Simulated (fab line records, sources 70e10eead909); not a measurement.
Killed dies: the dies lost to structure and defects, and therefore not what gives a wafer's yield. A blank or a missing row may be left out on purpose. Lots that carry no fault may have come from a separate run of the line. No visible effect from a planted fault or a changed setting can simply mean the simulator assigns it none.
Which of the tools did it? ; flow nand_harc ; 6 lots, 17 wafers sampled, at 5 steps of a route of 1159

== WHAT THE GAUGES READ, wafer by wafer ==
NHARC_END_SORT_01.
lot;measured;on;killed_at_array
L890;day 21 20:44;prober-01;41 51 676
L893;day 23 17:27;prober-02;673 672

== TOOL THAT RAN EACH LOT (tool first, then ch and the chambers of the sampled wafers, then the start) ==
lot;NHARC_A_SLIT_ETCH_24;NHARC_A_WL_FILL_RTA_01;NHARC_A_WL_FILL_ETCHBACK_04;NHARC_A_WL_FILL_STRIP_27
L881;rie_diel-11 ch 2,3, day 15 00:22;rtp_anneal-02 ch 0, day 15 11:55;rie_metal-02 ch 0,1, day 15 18:37;plasma_asher-01 ch 1, day 15 18:59
L880;rie_diel-07 ch 0,2,3, day 15 01:15;rtp_anneal-02 ch 0, day 15 11:44;rie_metal-03 ch 0,1, day 15 15:45;plasma_asher-01 ch 0,1, day 15 16:08
L883;rie_diel-08 ch 1,3, day 15 14:26;rtp_anneal-02 ch 0, day 16 09:00;rie_metal-03 ch 1, day 16 17:35;plasma_asher-01 ch 0,1, day 16 17:57
L890;rie_diel-08 ch 0,1,2, day 17 05:32;rtp_anneal-02 ch 0, day 17 17:18;rie_metal-03 ch 0,1, day 17 23:55;plasma_asher-01 ch 0,1, day 18 00:16
L893;rie_diel-11 ch 0,3, day 18 11:07;rtp_anneal-01 ch 0, day 19 00:27;rie_metal-03 ch 0,1, day 19 04:26;plasma_asher-01 ch 0,1, day 19 04:47
L899;rie_diel-07 ch 0,1,3, day 20 03:59;rtp_anneal-02 ch 0, day 20 15:23;rie_metal-01 ch 0,1, day 20 21:35;plasma_asher-02 ch 0,1, day 20 21:58
- NHARC_A_SLIT_ETCH_24: etches the open film in CF4/CHF3, target depth 121 nm, time 60.5 s.
- NHARC_A_WL_FILL_RTA_01: time 5 s.
- NHARC_A_WL_FILL_ETCHBACK_04: etches the open film in NF3, target depth 60 nm, time 120 s.
- NHARC_A_WL_FILL_STRIP_27: strips in N2/H2, time 20 s.

== THE ANSWER, worked out from the rows above alone ==
Rule: the lots themselves supply what counts as usual. The widest of any qualifying gaps counts: lots, ordered by their means at a reading, are off when they make up no more than a third of the lots, leave a main group of 4 or more, and stand apart from it by 3 or more times the standard deviation of that group's means. A main group is skipped when, at the precision printed for the reading in the tables above, its means are all equal. A lot without any number at a reading at which 4 lots or more have one is off too. The other lots that the step has rows for count as sound.
Across all readings shown, no lot is off: no conclusion can be drawn from this.

== WHAT THE SIMULATOR PUT IN ==
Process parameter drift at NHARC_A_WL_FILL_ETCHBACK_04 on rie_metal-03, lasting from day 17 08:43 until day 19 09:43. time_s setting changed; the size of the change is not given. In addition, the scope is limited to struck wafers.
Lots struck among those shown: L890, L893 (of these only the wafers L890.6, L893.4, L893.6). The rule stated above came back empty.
